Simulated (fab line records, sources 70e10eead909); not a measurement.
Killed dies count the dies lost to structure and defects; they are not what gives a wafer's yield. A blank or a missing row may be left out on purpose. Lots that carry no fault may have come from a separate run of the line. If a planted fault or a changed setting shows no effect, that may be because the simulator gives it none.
Which tool did it? / flow nand harc / 6 lots (18 wafers sampled), 1 step of a 1302-step route

WHAT THE GAUGES SHOWED, per wafer
NHARC_A_SGD_CUT_THK_MEAS_22: measures by ellipsometry.
lot=L574; measured=day 20 01:54; on=film metro-01; thk nm (nm)=150.9 148.7 148.5
lot=L579; measured=day 20 17:29; on=film metro-02; thk nm (nm)=150.0 150.7 148.3
lot=L578; measured=day 21 06:02; on=film metro-02; thk nm (nm)=150.3 146.9 146.7
lot=L584; measured=day 23 12:38; on=film metro-01; thk nm (nm)=147.1 148.0 147.0
lot=L586; measured=day 24 14:04; on=film metro-02; thk nm (nm)=151.2 144.6 151.1
lot=L594; measured=day 27 19:02; on=film metro-01; thk nm (nm)=142.4 148.9 148.6

WHICH TOOL RAN EACH LOT (tool, then ch and the chambers of the sampled wafers, then the start)
No process step before these readings appears in the record.

THE ANSWER, worked out from the rows above alone
Rule: what is usual is taken from the lots themselves. Put in order of their means at a reading, lots are off if they are a third of the lots or fewer, leave a main group of 4 or more, and stand apart from it by a gap of 3 or more times the standard deviation of the main group's means; of several such gaps the widest counts. A main group whose means are all the same, to the digits that the tables above print for the reading, isn't used. A lot without any number at a reading at which 4 lots or more have one is off too. All remaining lots with rows at the step are treated as sound.
Nothing can be told from this: no lot is off at any reading shown.

WHAT HAD BEEN PUT IN BY THE SIMULATOR
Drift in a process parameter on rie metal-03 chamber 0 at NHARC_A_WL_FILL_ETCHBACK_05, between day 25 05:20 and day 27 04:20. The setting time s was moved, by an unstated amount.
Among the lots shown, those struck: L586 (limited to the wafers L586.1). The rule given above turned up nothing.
